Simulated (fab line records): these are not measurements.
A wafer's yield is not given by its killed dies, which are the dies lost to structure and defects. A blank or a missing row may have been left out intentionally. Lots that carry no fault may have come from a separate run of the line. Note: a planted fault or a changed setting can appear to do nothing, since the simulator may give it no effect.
fab line records	flow n5-finfet
record lots=7	wafers=21
route steps=1938 shown BEOL_M7@1309 BEOL_M8@1338 BEOL_M9@1408 BEOL_M10@1473
start-h: hours from the record's first day to the start of the lot's first wafer shown	wait-h: how many hours have passed since the lot's step before this one	" same as the row above	L1.1+2: a single row standing in for several wafers	- value missing, or start not given	* or withheld: withheld	< > ~ a bound
route shown NAME@n: names a module that has steps shown in the file, with the first one's number in the route	usual: mean/standard deviation taken from wafers without a fault	same: alike in all rows	chamber/n: place in a boat	sites: per-site readings	_std_site: the values' standard deviation	_edge_site: inner sites' mean taken away from outer sites' mean	radius-mm: how far each site lies from the wafer's centre	mask NAME#n: copy n	behind: the tool/chamber that last shaped the wafer	hold: the reason the lot was held/the length of the hold in hours/how it ended	device: which transistor (n, p or np) failed to switch	end of line: the same wafers' tests at the end of the route	step lacking rows: just its recipe	killed: the dies lost at the first sort to structure and to defects; this is not the yield of the wafer	map: shows each die of a wafer: x if killed, . if not, _ if none is there
set.NAME: the setting the step ran with; set.NAME@STEP: the setting that earlier step ran with	model.NAME: the simulator's own value behind a step, which no gauge read
one table per step and one row per wafer, for lots whose settings were changed on purpose
## steps
# step N5_BEOL_M7_ETCH_41
# recipe chemistry=CH3F/O2	target=SiCN	target-depth-a=319	taper-deg=2	time-s=57.8	ion-energy-ev=120	mask-material=TiN	pressure-mtorr=30	source-w=395	bias-w=75	Ar_flow_sccm=150	CH3F_flow_sccm=30	O2_flow_sccm=20
# usual rf-vpp-V=297.0/1.9
lot.wafer	tool	chamber	start-h	wait-h	set.source-w	rf-vpp-V
L074.2	rie-diel-06	0	-	-	395	295.5
L074.4	"	2	"	"	395	295.8
L074.6	"	1	"	"	395	299.7
L077.1	rie-diel-06	1	-	-	445	286.8
L077.2	"	3	"	"	395	294.7
L077.4	"	0	"	"	445	285.2
L078.2	rie-diel-03	2	-	-	395	297.4
L078.3	"	1	"	"	395	294.4
L078.6	"	3	"	"	395	295.4
L087.1	rie-diel-01	2	-	-	395	297.3
L087.2	"	1	"	"	395	298.3
L087.6	"	2	"	"	395	299.1
L089.4	rie-diel-03	3	-	-	359.5	305.4
L089.5	"	0	"	"	359.5	309.3
L089.6	"	3	"	"	395	294.7
L091.2	rie-diel-03	0	-	-	395	298.9
L091.5	"	3	"	"	395	295.2
L091.6	"	0	"	"	461.5	282.7
L090.1	rie-diel-03	0	-	-	395	298.9
L090.4	"	2	"	"	361.2	307.5
L090.6	"	0	"	"	395	299.8
# step N5_BEOL_M7_STRIP_80
# recipe chemistry=N2/H2	time-s=10	power-w=450	temp-c=40	pressure-mtorr=20	rf-frequency-hz=6e+07	bias-power-w=7	n2-flow-sccm=200	h2-flow-sccm=200
# step N5_BEOL_M7_OCD_MEAS_38
# usual trench-depth-nm=93.0/2
lot.wafer	tool	chamber	start-h	wait-h	set.time-s@BEOL_M7_TRENCH_ETCH_37	trench-depth-nm
L074.2	ocd-01	-	185.36	-	31.2	94.3
L074.4	"	-	"	"	31.2	93.6
L074.6	"	-	"	"	31.2	93.4
L077.1	ocd-01	-	203.78	-	33.96	99.7
L077.2	"	-	"	"	31.2	95.8
L077.4	"	-	"	"	33.96	103.6
L078.2	ocd-02	-	212.43	-	33.89	96.9
L078.3	"	-	"	"	31.2	91.3
L078.6	"	-	"	"	33.89	103.1
L087.1	ocd-02	-	274.17	-	31.2	92.2
L087.2	"	-	"	"	31.2	95.9
L087.6	"	-	"	"	31.2	91.9
L089.4	ocd-01	-	278.37	-	36.77	111.3
L089.5	"	-	"	"	31.2	91.2
L089.6	"	-	"	"	31.2	94.8
L091.2	ocd-02	-	296.11	-	25.69	75.2
L091.5	"	-	"	"	31.2	94.5
L091.6	"	-	"	"	31.2	90.8
L090.1	ocd-02	-	305.78	-	31.2	90.3
L090.4	"	-	"	"	35.56	102.9
L090.6	"	-	"	"	35.56	103.7
# step N5_BEOL_M7_HM_STRIP_39
# recipe chemistry=peroxide-tin-strip	material=TiN	target-depth-a=250	temp-c=50	time-s=158
# step N5_BEOL_M7_SRD_40
# recipe time-s=30	temp-c=23	rinse-liquid=diw	dry=ipa-marangoni
# step N5_BEOL_M7_ECD_50
# recipe material=Cu	target-thk-a=3000
# step N5_BEOL_M7_ANNEAL_51
# recipe temp-c=225	time-s=90	ambient=N2
# step N5_BEOL_M7_CMP_52
# recipe stop-on=SiCOH_lowk	t-overpolish-s=6.9	down-force-psi=1	platen-rpm=50	clearing-platen-down-force-psi=1.5	clearing-platen-rpm=50	post-cmp-clean=cu-alkaline	target-thk-nm=80	clearing-platen-pad-velocity-m-s=0.99484	pad-velocity-m-s=0.99484
lot.wafer	tool	chamber	start-h	wait-h	set.time-s@BEOL_M7_TRENCH_ETCH_37	model.Cu_of_BEOL_M7_ECD_50.thk-nm
L074.2	cmp-04	3	187.91	0.2	31.2	78
L074.4	"	0	"	"	31.2	80.4
L074.6	"	3	"	"	31.2	76.2
L077.1	cmp-02	1	206.98	0.3	33.96	88
L077.2	"	2	"	"	31.2	82.4
L077.4	"	0	"	"	33.96	91.6
L078.2	cmp-02	2	215.92	0.2	33.89	84.4
L078.3	"	3	"	"	31.2	76.2
L078.6	"	3	"	"	33.89	88
L087.2	cmp-04	1	277.35	0.4	31.2	80.8
L087.1	"	3	"	"	31.2	74.8
L087.6	"	1	"	"	31.2	77.6
L089.4	cmp-02	3	282.55	0.3	36.77	96
L089.5	"	1	"	"	31.2	78.2
L089.6	"	2	"	"	31.2	80.6
L091.2	cmp-04	0	298.03	0.4	25.69	62.4
L091.5	"	0	"	"	31.2	80.2
L091.6	"	1	"	"	31.2	77
L090.1	cmp-02	1	309.66	0.3	31.2	76.4
L090.4	"	2	"	"	35.56	88
L090.6	"	3	"	"	35.56	89.2
# step N5_BEOL_M7_THK_MEAS_53
# recipe thk-meas-gauge=xrf	reads=Cu_of_BEOL_M7_ECD_50
# usual M7_THK=78.7/2.2
lot.wafer	tool	chamber	start-h	wait-h	set.time-s@BEOL_M7_TRENCH_ETCH_37	M7_THK[nm]
L074.2	film-metro-02	-	188.20	-	31.2	77.0
L074.4	"	-	"	"	31.2	79.7
L074.6	"	-	"	"	31.2	75.7
L077.1	film-metro-01	-	207.27	-	33.96	86.2
L077.2	"	-	"	"	31.2	80.5
L077.4	"	-	"	"	33.96	89.6
L078.2	film-metro-01	-	216.21	-	33.89	84.7
L078.3	"	-	"	"	31.2	76.2
L078.6	"	-	"	"	33.89	88.2
L087.1	film-metro-02	-	277.61	-	31.2	75.2
L087.2	"	-	"	"	31.2	81.4
L087.6	"	-	"	"	31.2	77.8
L089.4	film-metro-02	-	282.77	-	36.77	95.9
L089.5	"	-	"	"	31.2	78.5
L089.6	"	-	"	"	31.2	80.8
L091.2	film-metro-01	-	298.32	-	25.69	62.2
L091.5	"	-	"	"	31.2	80.2
L091.6	"	-	"	"	31.2	76.7
L090.1	film-metro-01	-	309.87	-	31.2	74.7
L090.4	"	-	"	"	35.56	85.9
L090.6	"	-	"	"	35.56	87.5
# step N5_BEOL_M7_PRE_CLEAN_55
# recipe gas=NH3	time-s=15	temp-c=withheld	rf-power-w=300
# step N5_BEOL_M7_DEP_56
# recipe material=SiCN	target-thk-a=100	temp-c=withheld	precursor=3MS/NH3	pressure-torr=3	rf-w=202	time-s=17.5
# step N5_BEOL_M7_RS_MEAS_57
# recipe thk-meas-gauge=four-point-probe	reads=Cu_of_BEOL_M7_ECD_50+Co_of_BEOL_M7_CVD_78+TaN_of_BEOL_M7_ALD_77
# usual M7_RS=0.291/0.0095
lot.wafer	tool	chamber	start-h	wait-h	set.time-s@BEOL_M7_TRENCH_ETCH_37	M7_RS[ohm/sq]
L074.2	film-metro-01	-	188.33	0.1	31.2	0.295
L074.4	"	-	"	"	31.2	0.284
L074.6	"	-	"	"	31.2	0.303
L077.1	film-metro-02	-	207.40	0.1	33.96	0.256
L077.2	"	-	"	"	31.2	0.277
L077.4	"	-	"	"	33.96	0.245
L078.2	film-metro-01	-	216.35	0.1	33.89	0.269
L078.3	"	-	"	"	31.2	0.303
L078.6	"	-	"	"	33.89	0.256
L087.1	film-metro-01	-	277.74	0.1	31.2	0.309
L087.2	"	-	"	"	31.2	0.283
L087.6	"	-	"	"	31.2	0.297
L089.4	film-metro-01	-	282.90	0.0	36.77	0.232
L089.5	"	-	"	"	31.2	0.293
L089.6	"	-	"	"	31.2	0.284
L091.2	film-metro-01	-	298.45	0.1	25.69	0.385
L091.5	"	-	"	"	31.2	0.286
L091.6	"	-	"	"	31.2	0.299
L090.1	film-metro-01	-	310.00	0.1	31.2	0.302
L090.4	"	-	"	"	35.56	0.256
L090.6	"	-	"	"	35.56	0.252
# step N5_BEOL_M8_COAT_60
# recipe resist=SiARC	temp-c=220	time-s=60	spin-rpm=1500	resist-thk-nm=35
lot.wafer	tool	chamber	start-h	wait-h	set.spin-rpm	model.SiARC_of_BEOL_M8_COAT_60.thk-nm
L074.2	litho-track-01	0	-	-	1353	36.8
L074.4+6	"	0	"	"	1500	35
L077.1+2	litho-track-04	0	-	-	1438	35.8
L077.4	"	0	"	"	1500	35
L078.2+3	litho-track-03	0	-	-	1500	35
L078.6	"	0	"	"	1601	33.8
L087.1+2+6	litho-track-04	0	-	-	1500	35
L089.4	litho-track-01	0	-	-	1500	35
L089.5+6	"	0	"	"	1333	37.2
L091.2+6	litho-track-03	0	-	-	1500	34.8
L091.5	"	0	"	"	1410	36
L090.1+4	litho-track-03	0	-	-	1500	35.2
L090.6	"	0	"	"	1645	33.4
# step N5_BEOL_M8_COAT_05
# recipe resist=CAR-ArF	spin-rpm=1500	resist-thk-nm=90
# step N5_BEOL_M8_EBR_07
# recipe solvent=PGMEA	ebr-width-mm=1.5
# step N5_BEOL_M8_DESCUM_16
# recipe chemistry=O2	time-s=7.9	source-power-w=50	bias-power-w=20	pressure-mtorr=20	rf-frequency-hz=2.712e+07	temp-c=40	resist=CAR-ArF	o2-flow-sccm=225
# step N5_BEOL_M8_ETCH_61
# recipe chemistry=CF4	target=SiARC	target-depth-a=455	mask-material=CAR-ArF	time-s=75.8	ion-energy-ev=80	pressure-mtorr=40	source-w=545	bias-w=36	Ar_flow_sccm=100	cf4-flow-sccm=100	ends=cleared
lot.wafer	tool	chamber	start-h	wait-h	set.spin-rpm@BEOL_M8_COAT_60	model.etch.depth-nm	model.CAR-ArF_of_BEOL_M8_COAT_05.thk-nm
L074.2	rie-diel-04	0	192.27	0.0	1353	36.84	48.8
L074.4	"	3	"	"	1500	34.93	50.8
L074.6	"	0	"	"	1500	35.06	50.2
L077.1	rie-diel-05	2	211.01	0.0	1438	35.83	50.4
L077.2	"	1	"	"	1438	35.78	50.4
L077.4	"	1	"	"	1500	35.04	51.2
L078.2	rie-diel-02	0	219.10	0.0	1500	34.91	51
L078.3	"	3	"	"	1500	34.91	51.2
L078.6	"	0	"	"	1601	33.78	52.2
L087.1	rie-diel-05	3	279.55	0.0	1500	35.04	50.6
L087.2	"	2	"	"	1500	34.99	50.8
L087.6	"	0	"	"	1500	34.96	50.6
L089.4	rie-diel-02	1	286.25	0.0	1500	34.93	51
L089.5+6	"	2,3	"	"	1333	37.13	48.8
L091.2	rie-diel-02	0	300.93	0.0	1500	34.86	50.8
L091.5	"	1	"	"	1410	35.92	50
L091.6	"	0	"	"	1500	34.82	50.8
L090.1	rie-diel-04	0	313.51	0.0	1500	35.12	50.2
L090.4	"	0	"	"	1500	35.1	50.2
L090.6	"	3	"	"	1645	33.43	52
# step N5_BEOL_M8_ETCH_62
# recipe chemistry=N2/H2	target=SOC	target-depth-a=1100	overetch-a=220	mask-material=SiARC	temp-c=40	time-s=165	ion-energy-ev=200	pressure-mtorr=30	source-w=840	bias-w=150	n2-flow-sccm=200	h2-flow-sccm=200
lot.wafer	tool	chamber	start-h	wait-h	set.spin-rpm@BEOL_M8_COAT_60	model.SiARC_of_BEOL_M8_COAT_60.thk-nm
L074.2	rie-diel-04	0	192.33	0.0	1353	30.2
L074.4+6	"	3,0	"	"	1500	28.4
L077.1	rie-diel-05	2	211.07	0.0	1438	29.6
L077.2	"	1	"	"	1438	29.4
L077.4	"	1	"	"	1500	28.6
L078.2	rie-diel-02	0	219.15	0.0	1500	28.4
L078.3	"	3	"	"	1500	29
L078.6	"	0	"	"	1601	27.4
L087.1	rie-diel-05	3	279.61	0.0	1500	28.2
L087.2+6	"	2,0	"	"	1500	28.6
L089.4	rie-diel-02	1	286.34	0.1	1500	28.6
L089.5	"	2	"	"	1333	30.8
L089.6	"	3	"	"	1333	31
L091.2	rie-diel-02	0	300.98	0.0	1500	28.4
L091.5	"	1	"	"	1410	29.6
L091.6	"	0	"	"	1500	28.2
L090.1+4	rie-diel-04	0	313.57	0.0	1500	28.6
L090.6	"	3	"	"	1645	26.8
# step N5_BEOL_M9_COAT_05
# recipe resist=CAR-ArF	spin-rpm=1500	resist-thk-nm=90
lot.wafer	tool	chamber	start-h	wait-h	set.spin-rpm	model.CAR-ArF_of_BEOL_M9_COAT_05.thk-nm
L074.2	litho-track-02	0	-	-	1435	91.8
L074.4	"	0	"	"	1435	92.2
L074.6	"	0	"	"	1500	90.2
L077.1	litho-track-05	0	-	-	1610	86.6
L077.2	"	0	"	"	1610	86.4
L077.4	"	0	"	"	1500	89.6
L078.2	litho-track-03	0	-	-	1644	86.4
L078.3	"	0	"	"	1500	90.2
L078.6	"	0	"	"	1500	90.4
L087.1	litho-track-05	0	-	-	1500	90
L087.2	"	0	"	"	1500	90.4
L087.6	"	0	"	"	1500	90.2
L089.4+6	litho-track-03	0	-	-	1500	90
L089.5	"	0	"	"	1500	89.6
L091.2+6	litho-track-02	0	-	-	1369	94.2
L091.5	"	0	"	"	1369	94.6
L090.1	litho-track-03	0	-	-	1363	94.2
L090.4	"	0	"	"	1500	89.6
L090.6	"	0	"	"	1363	94
# step N5_BEOL_M9_EBR_07
# recipe solvent=PGMEA	ebr-width-mm=1.5
# step N5_BEOL_M9_SOFTBAKE_06
# recipe temp-c=110	time-s=60	resist=CAR-ArF
# step N5_BEOL_M9_EXPOSE_08
# recipe mask-id=M9	na=1.35	source-shape=dipole	sigma-inner=0.411	sigma-outer=0.611	polarization=te	dose-mj=53.75
# step N5_BEOL_M9_PEB_09
# recipe peb-temp-c=withheld	peb-time-s=60	resist=CAR-ArF
# step N5_BEOL_M9_DEVELOP_10
# recipe develop-time-s=30	developer=TMAH	resist=CAR-ArF	rinse-liquid=diw	dry=air-spin	dev-temp-c=23
lot.wafer	tool	chamber	start-h	wait-h	set.spin-rpm@BEOL_M9_COAT_05	model.CAR-ArF_of_BEOL_M9_COAT_05.thk-nm
L074.2	litho-track-05	0	-	-	1435	90
L074.4	"	0	"	"	1435	90.4
L074.6	"	0	"	"	1500	88.4
L077.1	litho-track-05	0	-	-	1610	85
L077.2	"	0	"	"	1610	84.6
L077.4	"	0	"	"	1500	88
L078.2	litho-track-03	0	-	-	1644	84.8
L078.3	"	0	"	"	1500	88.4
L078.6	"	0	"	"	1500	88.6
L087.1+6	litho-track-05	0	-	-	1500	88.4
L087.2	"	0	"	"	1500	88.6
L089.4+6	litho-track-05	0	-	-	1500	88.2
L089.5	"	0	"	"	1500	88
L091.2+6	litho-track-03	0	-	-	1369	92.6
L091.5	"	0	"	"	1369	92.8
L090.1	litho-track-05	0	-	-	1363	92.4
L090.4	"	0	"	"	1500	87.8
L090.6	"	0	"	"	1363	92.2
# step N5_BEOL_M10_PECVD_70
# recipe material=SiO2	target-thk-a=200	temp-c=400	precursor=TEOS/O2	pressure-torr=5.5	rf-w=450	teos-flow-sccm=53.8	gas=O2	flow-sccm=3000	time-s=22.7
lot.wafer	tool	chamber	start-h	wait-h	set.temp-c	model.SiO2_of_BEOL_M10_PECVD_70.thk-nm
L074.2	pecvd-03	1	203.05	0.0	400	19.8
L074.4	"	0	"	"	400	20.2
L074.6	"	1	"	"	400	20
L077.1	pecvd-04	0	226.42	0.0	400	20.2
L077.2	"	1	"	"	400	19.6
L077.4	"	1	"	"	413.2	18.4
L078.2+3	pecvd-03	2,0	234.43	0.0	413.8	17.8
L078.6	"	1	"	"	400	20.4
L087.1+6	pecvd-04	2,0	291.78	0.0	400	20
L087.2	"	1	"	"	400	19.6
L089.4	pecvd-03	2	298.92	0.1	385.8	22
L089.5	"	1	"	"	400	20.2
L089.6	"	2	"	"	385.8	21.8
L091.2	pecvd-03	2	316.28	0.0	400	19.8
L091.5	"	2	"	"	400	20.2
L091.6	"	1	"	"	388.4	21.8
L090.1+4	pecvd-03	2	329.32	0.0	400	20
L090.6	"	0	"	"	400	20.4
# step N5_BEOL_M10_COAT_05
# recipe resist=CAR-ArF	spin-rpm=1500	resist-thk-nm=90
lot.wafer	tool	chamber	start-h	wait-h	set.spin-rpm	model.CAR-ArF_of_BEOL_M10_COAT_05.thk-nm
L074.2	litho-track-04	0	-	-	1441	92
L074.4	"	0	"	"	1500	90.4
L074.6	"	0	"	"	1500	90
L077.1	litho-track-04	0	-	-	1377	94
L077.2+4	"	0	"	"	1500	89.8
L078.2+6	litho-track-01	0	-	-	1500	90
L078.3	"	0	"	"	1444	91.8
L087.1	litho-track-01	0	-	-	1500	90.2
L087.2+6	"	0	"	"	1500	90.4
L089.4+5	litho-track-05	0	-	-	1500	89.8
L089.6	"	0	"	"	1500	90
L091.2	litho-track-01	0	-	-	1500	90.4
L091.5	"	0	"	"	1360	95
L091.6	"	0	"	"	1360	94.8
L090.1+6	litho-track-05	0	-	-	1500	90.2
L090.4	"	0	"	"	1500	90
# step N5_BEOL_M10_EBR_07
# recipe solvent=PGMEA	ebr-width-mm=1.5
# step N5_BEOL_M10_SOFTBAKE_06
# recipe temp-c=110	time-s=60	resist=CAR-ArF
# step N5_BEOL_M10_EXPOSE_08
# recipe mask-id=M10	na=1.35	source-shape=dipole	sigma-inner=0.411	sigma-outer=0.611	polarization=te	dose-mj=53.75
# step N5_BEOL_M10_PEB_09
# recipe peb-temp-c=withheld	peb-time-s=60	resist=CAR-ArF
# step N5_BEOL_M10_DEVELOP_10
# recipe develop-time-s=30	developer=TMAH	resist=CAR-ArF	rinse-liquid=diw	dry=air-spin	dev-temp-c=23
lot.wafer	tool	chamber	start-h	wait-h	set.spin-rpm@BEOL_M10_COAT_05	model.CAR-ArF_of_BEOL_M10_COAT_05.thk-nm
L074.2	litho-track-05	0	-	-	1441	90.4
L074.4	"	0	"	"	1500	88.6
L074.6	"	0	"	"	1500	88.2
L077.1	litho-track-05	0	-	-	1377	92.2
L077.2+4	"	0	"	"	1500	88.2
L078.2+6	litho-track-05	0	-	-	1500	88.4
L078.3	"	0	"	"	1444	90.2
L087.1	litho-track-05	0	-	-	1500	88.4
L087.2+6	"	0	"	"	1500	88.8
L089.4+5	litho-track-01	0	-	-	1500	88
L089.6	"	0	"	"	1500	88.2
L091.2	litho-track-01	0	-	-	1500	88.8
L091.5	"	0	"	"	1360	93.4
L091.6	"	0	"	"	1360	93
L090.1+4+6	litho-track-04	0	-	-	1500	88.4
# step N5_BEOL_M10_TRENCH_ETCH_37
# recipe chemistry=C4F6/O2	target-depth-a=1488.3	target=SiCOH_lowk	time-s=48	ion-energy-ev=250	pressure-mtorr=30	source-w=345	bias-w=185	Ar_flow_sccm=300	C4F6_flow_sccm=10	O2_flow_sccm=10
lot.wafer	tool	chamber	start-h	wait-h	set.time-s	model.etch.depth-nm	model.BEOL_M10.feature-depth-nm
L074.2	rie-diel-04	2	-	-	48	143.4	143.4
L074.4	"	0	"	"	48	147	147
L074.6	"	2	"	"	48	144.6	144.6
L077.1	rie-diel-02	1	-	-	54.06	164.9	164.8
L077.2	"	0	"	"	54.06	165	165
L077.4	"	2	"	"	48	145.5	145.4
L078.2	rie-diel-02	2	-	-	48	148.9	149
L078.3	"	1	"	"	58.72	180.1	180.2
L078.6	"	3	"	"	58.72	173.9	173.8
L087.1	rie-diel-02	2	-	-	48	146.4	146.4
L087.2	"	1	"	"	48	143.8	143.8
L087.6	"	0	"	"	48	149	149
L089.4	rie-diel-02	0	-	-	48	148.8	148.8
L089.5	"	1	"	"	48	142.9	142.8
L089.6	"	2	"	"	48	147.2	147.2
L091.2	rie-diel-02	3	-	-	48	143.9	144
L091.5	"	1	"	"	48	142.2	142.2
L091.6	"	2	"	"	48	145.4	145.4
L090.1	rie-diel-04	0	-	-	38.39	117.3	117.2
L090.4	"	0	"	"	48	146.5	146.4
L090.6	"	2	"	"	48	142.7	142.6
# step N5_BEOL_M10_ETCH_41
# recipe chemistry=CH3F/O2	target=SiCN	target-depth-a=426	taper-deg=2	time-s=86	ion-energy-ev=120	mask-material=TiN	pressure-mtorr=30	source-w=395	bias-w=75	Ar_flow_sccm=150	CH3F_flow_sccm=30	O2_flow_sccm=20
# step N5_BEOL_M10_STRIP_77
# recipe chemistry=N2/H2	time-s=10	power-w=450	temp-c=40	pressure-mtorr=20	rf-frequency-hz=6e+07	bias-power-w=7	n2-flow-sccm=200	h2-flow-sccm=200
# step N5_BEOL_M10_OCD_MEAS_38
# usual trench-depth-nm=146/3.2
lot.wafer	tool	chamber	start-h	wait-h	set.time-s@BEOL_M10_TRENCH_ETCH_37	trench-depth-nm
L074.2	ocd-01	-	206.93	-	48	143
L074.4	"	-	"	"	48	147
L074.6	"	-	"	"	48	145
L077.1	ocd-02	-	229.18	-	54.06	165
L077.2	"	-	"	"	54.06	165
L077.4	"	-	"	"	48	146
L078.2	ocd-02	-	238.99	-	48	149
L078.3	"	-	"	"	58.72	180
L078.6	"	-	"	"	58.72	174
L087.1	ocd-02	-	296.72	-	48	147
L087.2	"	-	"	"	48	143
L087.6	"	-	"	"	48	149
L089.4	ocd-02	-	303.80	-	48	149
L089.5	"	-	"	"	48	143
L089.6	"	-	"	"	48	147
L091.2	ocd-02	-	322.65	-	48	144
L091.5	"	-	"	"	48	142
L091.6	"	-	"	"	48	145
L090.1	ocd-02	-	333.35	-	38.39	118
L090.4	"	-	"	"	48	147
L090.6	"	-	"	"	48	143
# step N5_BEOL_M10_HM_STRIP_39
# recipe chemistry=peroxide-tin-strip	material=TiN	target-depth-a=250	temp-c=50	time-s=158
lot.wafer	tool	chamber	start-h	wait-h	set.temp-c@BEOL_M10_PECVD_70	model.SiO2_of_BEOL_M10_PECVD_70.thk-nm
L074.2	wet-bench-06	5	206.96	0.0	400	19.6
L074.4	"	0	"	"	400	20
L074.6	"	7	"	"	400	19.8
L077.1	wet-bench-03	1	229.22	0.0	400	20
L077.2	"	6	"	"	400	19.6
L077.4	"	2	"	"	413.2	18.4
L078.2	wet-bench-04	2	239.02	0.0	413.8	17.6
L078.3	"	1	"	"	413.8	17.8
L078.6	"	6	"	"	400	20.2
L087.1+6	wet-bench-04	3,0	296.75	0.0	400	19.8
L087.2	"	5	"	"	400	19.4
L089.4	wet-bench-03	1	303.83	0.0	385.8	21.8
L089.5	"	2	"	"	400	20
L089.6	"	3	"	"	385.8	21.6
L091.2	wet-bench-04	4	322.68	0.0	400	19.6
L091.5	"	3	"	"	400	20
L091.6	"	2	"	"	388.4	21.6
L090.1+4	wet-bench-06	2,7	333.39	0.0	400	19.8
L090.6	"	1	"	"	400	20.2
## key
split step=N5_BEOL_M7_ETCH_41	setting=source-w	stated=395	by=wafer
response step=N5_BEOL_M7_ETCH_41	reading=rf-vpp-V	change=-0.897	per=1%	r=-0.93
split step=N5_BEOL_M8_COAT_60	setting=spin-rpm	stated=1500	by=wafer
response step=N5_BEOL_M8_COAT_60	reading=model.SiARC_of_BEOL_M8_COAT_60.thk-nm	change=-0.19	per=1%	r=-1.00
response step=N5_BEOL_M8_ETCH_61	reading=model.etch.depth-nm	change=-0.185	per=1%	r=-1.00
response step=N5_BEOL_M8_ETCH_61	reading=model.CAR-ArF_of_BEOL_M8_COAT_05.thk-nm	change=+0.18	per=1%	r=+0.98
response step=N5_BEOL_M8_ETCH_62	reading=model.SiARC_of_BEOL_M8_COAT_60.thk-nm	change=-0.196	per=1%	r=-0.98
split step=N5_BEOL_M9_COAT_05	setting=spin-rpm	stated=1500	by=wafer
response step=N5_BEOL_M9_COAT_05	reading=model.CAR-ArF_of_BEOL_M9_COAT_05.thk-nm	change=-0.44	per=1%	r=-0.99
response step=N5_BEOL_M9_DEVELOP_10	reading=model.CAR-ArF_of_BEOL_M9_COAT_05.thk-nm	change=-0.435	per=1%	r=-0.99
split step=N5_BEOL_M10_PECVD_70	setting=temp-c	stated=400	by=wafer
response step=N5_BEOL_M10_PECVD_70	reading=model.SiO2_of_BEOL_M10_PECVD_70.thk-nm	change=-0.575	per=1%	r=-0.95
response step=N5_BEOL_M10_HM_STRIP_39	reading=model.SiO2_of_BEOL_M10_PECVD_70.thk-nm	change=-0.559	per=1%	r=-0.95
split step=N5_BEOL_M10_COAT_05	setting=spin-rpm	stated=1500	by=wafer
response step=N5_BEOL_M10_COAT_05	reading=model.CAR-ArF_of_BEOL_M10_COAT_05.thk-nm	change=-0.491	per=1%	r=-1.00
response step=N5_BEOL_M10_DEVELOP_10	reading=model.CAR-ArF_of_BEOL_M10_COAT_05.thk-nm	change=-0.481	per=1%	r=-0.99
split step=N5_BEOL_M10_TRENCH_ETCH_37	setting=time-s	stated=48	by=wafer
response step=N5_BEOL_M10_TRENCH_ETCH_37	reading=model.etch.depth-nm	change=+1.34	per=1%	r=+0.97
response step=N5_BEOL_M10_TRENCH_ETCH_37	reading=model.BEOL_M10.feature-depth-nm	change=+1.34	per=1%	r=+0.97
response step=N5_BEOL_M10_OCD_MEAS_38	reading=trench-depth-nm	change=+1.33	per=1%	r=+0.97
split outside-this-file step=N5_BEOL_M7_TRENCH_ETCH_37 setting=time-s
# split outside-this-file: this setting was split too, and the file shows its column; the key of that split is in another file
